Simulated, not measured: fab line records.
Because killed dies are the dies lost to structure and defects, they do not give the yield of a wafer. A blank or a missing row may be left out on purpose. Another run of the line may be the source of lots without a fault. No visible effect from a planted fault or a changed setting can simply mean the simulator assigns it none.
Matching of chambers ; flow nandHarc ; NHARC_A_STAIRCASE_ETCH_292 on rieDiel-02: 4 sister chambers
The step etches the open film in CF4/CHF3. 4 wafers are shown with their chamber, then 11 later ones without.

== WAFERS PAIRED WITH THEIR CHAMBERS ==
wafer;chamber;drypumpMotorCurrentA (A)
L082.6;0;6.0
L084.6;2;5.7
L085.1;1;6.0
L086.1;3;5.2

== WAFERS MISSING THEIR CHAMBER ==
wafer;drypumpMotorCurrentA (A)
L086.2;5.7
L086.6;6.0
L093.1;6.0
L093.4;5.2
L093.5;5.2
L096.2;6.0
L096.3;5.2
L096.6;6.1
L096.1;5.7
L096.4;6.1
L096.5;5.2

== WHICH CHAMBER EACH ONE RAN IN ==
wafer;from the rows above;in truth
L086.2;2;2
L086.6;can't be placed: 0 or 1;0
L093.1;can't be placed: 0 or 1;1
L093.4;3;3
L093.5;3;3
L096.2;can't be placed: 0 or 1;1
L096.3;3;3
L096.6;can't be placed: 0 or 1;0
L096.1;2;2
L096.4;can't be placed: 0 or 1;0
L096.5;3;3
Placed correctly: 6 of 11. From these rows, 5 cannot be placed; in 5 the true chamber is one of the candidates. Number placed wrongly: 0.
How it was worked out, from the rows above alone: a wafer's distance from a chamber is the root of the sum, over the readings, of the square of ((its reading less the chamber's mean) divided by the reading's scatter). If the next closest chamber is less than 2 further off than the closest, the wafer can't be placed; otherwise it belongs to the closest. Each chamber's mean is taken over the wafers shown for it. The scatter: with one shown wafer a chamber, the root of the mean of the squares of how far each hidden wafer lies from its nearest shown one.
